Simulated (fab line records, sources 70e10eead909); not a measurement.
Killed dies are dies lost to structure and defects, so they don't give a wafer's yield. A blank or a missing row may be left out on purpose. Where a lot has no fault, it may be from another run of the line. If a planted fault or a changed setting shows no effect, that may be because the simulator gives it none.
A struck lot beside a sound one | flow nand-harc | 14 out of 1302 route steps
Sound: wafers L354.1, L354.2, L354.6. Struck: wafers L359.3, L359.5, L359.6. Last of all comes the cause.
At each step with rows: each side's tool, then ch and its chambers, then its first start. Under that, the readings that differ: sound wafers | struck wafers | difference of the means | sigmas: that difference in standard deviations of wafers without a fault.
alike: readings with means less than 2 such deviations apart, plus words and numbers identical on both sides. not compared: withheld readings, readings lacking a value on some wafer, bounds such as >300 that could conceal the same value, and numbers that have no deviation in the record and whose values overlap.
A row with sigmas, a row that says differs or no value, or rows on one side alone: a step with any of these is where the two part. Non-overlapping numbers with no deviation appear without sigmas and do not part them. A reading missing from all wafers of one side parts the sides only when that side holds two or more wafers.

NHARC_A_CHANNEL_FILL_D1_ALD_02: deposits SiO2, target thk 6 nm, pulse time 10 s, ald cycles 60.
  sound on ald-hk-04 ch 0,1,2, day 12 14:08; struck on ald-hk-02 ch 1,2,3, day 13 14:46
  alike: heater-power-w, precursor-pulse-height-rel, susceptor-temp-C
then, 1 step without rows for these wafers: NHARC_A_CHANNEL_FILL_D1_ALD_03 (deposits SiNx, target thk 6 nm, pulse time 60 s, ald cycles 58).
NHARC_A_CHANNEL_FILL_D1_ALD_14: deposits SiO2, target thk 2.5 nm, pulse time 10 s, ald cycles 25.
  sound on ald-hk-01 ch 1,2, day 12 19:08; struck on ald-hk-01 ch 2,3, day 13 21:37
  alike: heater-power-w, precursor-pulse-height-rel, susceptor-temp-C
NHARC_A_CHANNEL_FILL_D1_ALD_15: deposits SiNx, target thk 2 nm, pulse time 60 s, ald cycles 19.
  sound on ald-sin-batch-03 ch 0; struck on ald-sin-batch-01 ch 0
  alike: precursor-pulse-height-rel
  not compared: susceptor-temp-C
then, 3 steps without rows for these wafers: NHARC_A_CHANNEL_FILL_D1_ALD_16 (deposits SiO2, target thk 1.5 nm, pulse time 10 s, ald cycles 15); NHARC_A_CHANNEL_FILL_D1_ANNEAL_17 (time 1800 s); NHARC_A_CHANNEL_FILL_D1_CVD_18 (deposits poly-Si, target thk 3 nm).
NHARC_A_CHANNEL_FILL_D1_ETCHBACK_19: etches the open film in HBr/Cl2, target depth 5 nm, time 1.7 s.
  sound on rie-si-06 ch 0,1,2, day 13 12:17; struck on rie-si-06 ch 1,2, day 14 18:21
  alike: drypump-motor-current-A, he-backside-leak-sccm, oes-product-au, throttle-valve-pct
  not compared: rf-hours-counter-h
then, 1 step without rows for these wafers: NHARC_A_CHANNEL_FILL_D1_ETCHBACK_20 (etches the open film in C4F8/O2/Ar, target depth 27 nm, time 13.5 s).
NHARC_A_CHANNEL_FILL_D1_STRIP_28: strips in O2, time 20 s.
  sound on rie-diel-09 ch 0,2,3, day 13 12:30; struck on rie-diel-09 ch 0,1, day 14 18:35
  alike: drypump-motor-current-A, oes-product-au, rf-vpp-V, showerhead-plenum-p-Torr, throttle-valve-pct
  not compared: rf-hours-counter-h
then, 2 steps without rows for these wafers: NHARC_A_CHANNEL_FILL_D1_PRECLEAN_21 (cleans in dHF, time 30 s); NHARC_A_CHANNEL_FILL_D1_SRD_23.
NHARC_A_CHANNEL_FILL_D1_CVD_05: deposits poly-Si, target thk 5 nm.
  sound on lpcvd-poly-01 ch 0, day 13 15:04; struck on lpcvd-poly-01, day 14 21:09
  no value came back on the struck wafers for spike-tc-bottom-C (C), spike-tc-centre-C (C), zone-power-top-pct (%); on the sound wafers spike-tc-bottom-C (C) reads 571.0 568.8 570.8
then, 1 step without rows for these wafers: NHARC_A_CHANNEL_FILL_D1_ANNEAL_22 (time 7200 s).

== WHERE THEY PART ==
NHARC_A_CHANNEL_FILL_D1_CVD_05 only, going by this record.

WHY: the cause the simulator had injected
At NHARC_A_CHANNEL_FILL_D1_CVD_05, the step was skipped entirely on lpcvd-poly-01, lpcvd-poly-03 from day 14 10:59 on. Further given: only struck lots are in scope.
